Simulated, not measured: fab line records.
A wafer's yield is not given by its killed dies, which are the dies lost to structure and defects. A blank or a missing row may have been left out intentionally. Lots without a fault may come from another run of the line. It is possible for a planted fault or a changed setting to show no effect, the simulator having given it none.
Comparing a struck lot with a sound one | flow nandHarc | 15 out of 1302 route steps
Sound: wafers L985.3, L985.4, L985.6. Struck: wafers L995.1, L995.2, L995.5. The cause is named last.
At each step with rows: each side's tool, then ch and its chambers, then its first start. Under that, the readings that differ: sound wafers | struck wafers | difference of the means | sigmas: that difference in standard deviations of wafers without a fault.
alike: same words and numbers on both sides, and readings whose means sit less than 2 such deviations apart. not compared: any withheld reading, any reading some wafer has no value for, any bound like >300 that may hide the same value, and any number with overlapping values for which the record gives no deviation.
A row with sigmas, a row that says differs or no value, or rows on one side alone: a step with any of these is where the two part. When numbers do not overlap yet have no deviation, they are printed without sigmas and do not part them. A reading missing from all wafers of one side parts the sides only when that side holds two or more wafers.

first, 1 step without rows for these wafers: NHARC_A_ONON_D1_DEP_12 (target thk 1000 nm).
NHARC_A_ONON_D1_THK_MEAS_14: measures by ellipsometry.
  sound: filmMetro-01 at day 9 03:37; struck: filmMetro-01 at day 13 02:50
reading    | sound          | struck      | difference | sigmas
thkNm (nm) | 1000 1001 1000 | 980 981 981 | -20        | -2
then, 2 steps without rows for these wafers: NHARC_A_ONON_D1_ANNEAL_15 (time 3600 s); NHARC_A_ONON_D1_DEP_16 (target thk 1000 nm).
NHARC_A_ONON_D1_THK_MEAS_18: measures by ellipsometry.
  sound: filmMetro-01 at day 9 13:44; struck: filmMetro-01 at day 13 10:36
  alike: thkNm
next comes 1 step that has no rows for these wafers: NHARC_A_ONON_D1_DEP_19 (target thickness 1000 nm).
NHARC_A_ONON_D1_THK_MEAS_21: measures by ellipsometry.
  sound: filmMetro-01 at day 9 14:18; struck: filmMetro-02 at day 13 11:10
  alike: thkNm
next comes 1 step that has no rows for these wafers: NHARC_A_ONON_D1_DEP_22 (target thickness 1000 nm).
NHARC_A_ONON_D1_THK_MEAS_24: measures by ellipsometry.
  sound: filmMetro-01 at day 9 14:52; struck: filmMetro-02 at day 13 11:45
  alike: thkNm
next comes 1 step that has no rows for these wafers: NHARC_A_ONON_D1_DEP_25 (target thickness 1000 nm).
NHARC_A_ONON_D1_THK_MEAS_27: measures by ellipsometry.
  sound: filmMetro-01 at day 9 15:27; struck: filmMetro-01 at day 13 12:20
  alike: thkNm
NHARC_A_ONON_D1_DEP_28: target thk 1000 nm.
  sound on pecvdOnon-02 ch 0, day 9 15:37; struck on pecvdOnon-02 ch 0, day 13 12:23
NHARC_A_ONON_D1_THK_MEAS_30: measures by ellipsometry.
  sound: filmMetro-01 at day 9 16:01; struck: filmMetro-02 at day 13 12:53
reading    | sound          | struck      | difference | sigmas
thkNm (nm) | 1018 1018 1019 | 658 658 658 | -360       | -36
NHARC_A_ONON_D1_DEP_33: deposits SiO2, target thk 200 nm.
  sound on pecvd-02 ch 0,1,2, day 9 16:04; struck on pecvd-02 ch 0,1, day 13 12:59
  alike: heaterPowerW, throttleValvePct
-- record jumps: 17 days between struck wafers' starts before vs after; left off in module A_ONON_D1, resumes in module END, first step shown is number 1302 of the route --
NHARC_END_SORT_01:
  here the record holds rows for the struck wafers (prober-02 ch 0, day 30 03:19) but none for the sound ones

WHERE THEY PART
First at NHARC_A_ONON_D1_THK_MEAS_14; last, within this record, at NHARC_END_SORT_01.

WHY: what had been put in by the simulator
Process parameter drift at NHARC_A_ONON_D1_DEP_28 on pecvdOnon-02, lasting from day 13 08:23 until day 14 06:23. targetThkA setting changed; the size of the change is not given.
